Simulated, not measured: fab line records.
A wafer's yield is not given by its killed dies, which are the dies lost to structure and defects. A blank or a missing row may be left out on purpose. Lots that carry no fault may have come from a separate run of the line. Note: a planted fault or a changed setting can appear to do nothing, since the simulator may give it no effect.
Chamber matching | flow n5Finfet | N5_BEOL_M3_DEP_57 on pecvd-02 has 3 sister chambers
The step deposits SiCN from 3MS/NH3, target thk 8 nm, time 14 s. 18 wafers are shown with their chamber, then 9 later ones without.

## WAFERS PAIRED WITH THEIR CHAMBERS
wafer  | chamber | throttleValvePct (%) | showerheadPlenumPTorr (Torr)
L075.3 | 0       | 9.6                  | 3.671
L075.4 | 2       | 8.9                  | 3.645
L075.6 | 1       | 9.7                  | 3.656
L076.2 | 0       | 9.7                  | 3.688
L076.3 | 2       | 8.8                  | 3.655
L076.5 | 2       | 8.9                  | 3.655
L084.2 | 0       | 9.6                  | 3.670
L084.3 | 1       | 9.6                  | 3.666
L084.6 | 0       | 9.9                  | 3.667
L087.3 | 1       | 9.3                  | 3.671
L087.5 | 0       | 9.6                  | 3.672
L087.6 | 1       | 9.6                  | 3.667
L085.1 | 0       | 9.7                  | 3.676
L085.3 | 1       | 9.5                  | 3.675
L085.4 | 1       | 9.6                  | 3.660
L086.2 | 0       | 9.5                  | 3.672
L086.4 | 1       | 9.4                  | 3.670
L086.6 | 0       | 9.5                  | 3.667

SIGNATURES (averages over the wafers above)
reading               | chamber 0 | chamber 1 | chamber 2 | scatter within a chamber
throttleValvePct      | 9.637     | 9.529     | 8.867     | 0.126
showerheadPlenumPTorr | 3.67287   | 3.66643   | 3.65167   | 0.00656
Rule: a wafer's distance from a chamber is the root of the sum, over the readings, of the square of ((its reading less the chamber's mean) divided by the reading's scatter). If the next closest chamber is less than 2 further off than the closest, the wafer can't be placed; otherwise it belongs to the closest. The scatter is the square root of a quotient: the sum, over the shown wafers, of each reading's squared deviation from its chamber's mean, divided by wafers minus chambers.

## WAFERS WITH NO CHAMBER GIVEN
wafer  | throttleValvePct (%) | showerheadPlenumPTorr (Torr)
L092.1 | 9.6                  | 3.675
L092.4 | 9.0                  | 3.652
L092.6 | 9.9                  | 3.668
L094.2 | 8.9                  | 3.650
L094.3 | 9.5                  | 3.674
L094.5 | 9.5                  | 3.666
L095.4 | 9.5                  | 3.670
L095.5 | 9.8                  | 3.677
L095.6 | 9.3                  | 3.663

## WHICH CHAMBER EACH WENT THROUGH
wafer  | from the rows above          | in truth
L092.1 | can't be placed: 0 or 1      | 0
L092.4 | 2                            | 2
L092.6 | can't be placed: 0 or 1      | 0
L094.2 | 2                            | 2
L094.3 | can't be placed: 0 or 1      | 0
L094.5 | can't be placed: 1 or 0      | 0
L095.4 | can't be placed: 1 or 0      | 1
L095.5 | can't be placed: 0 or 1      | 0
L095.6 | can't be placed: 1 or 0 or 2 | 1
2 of 9 placed correctly. From these rows, 7 cannot be placed; in 7 the true chamber is one of the candidates. 0 placed wrongly.
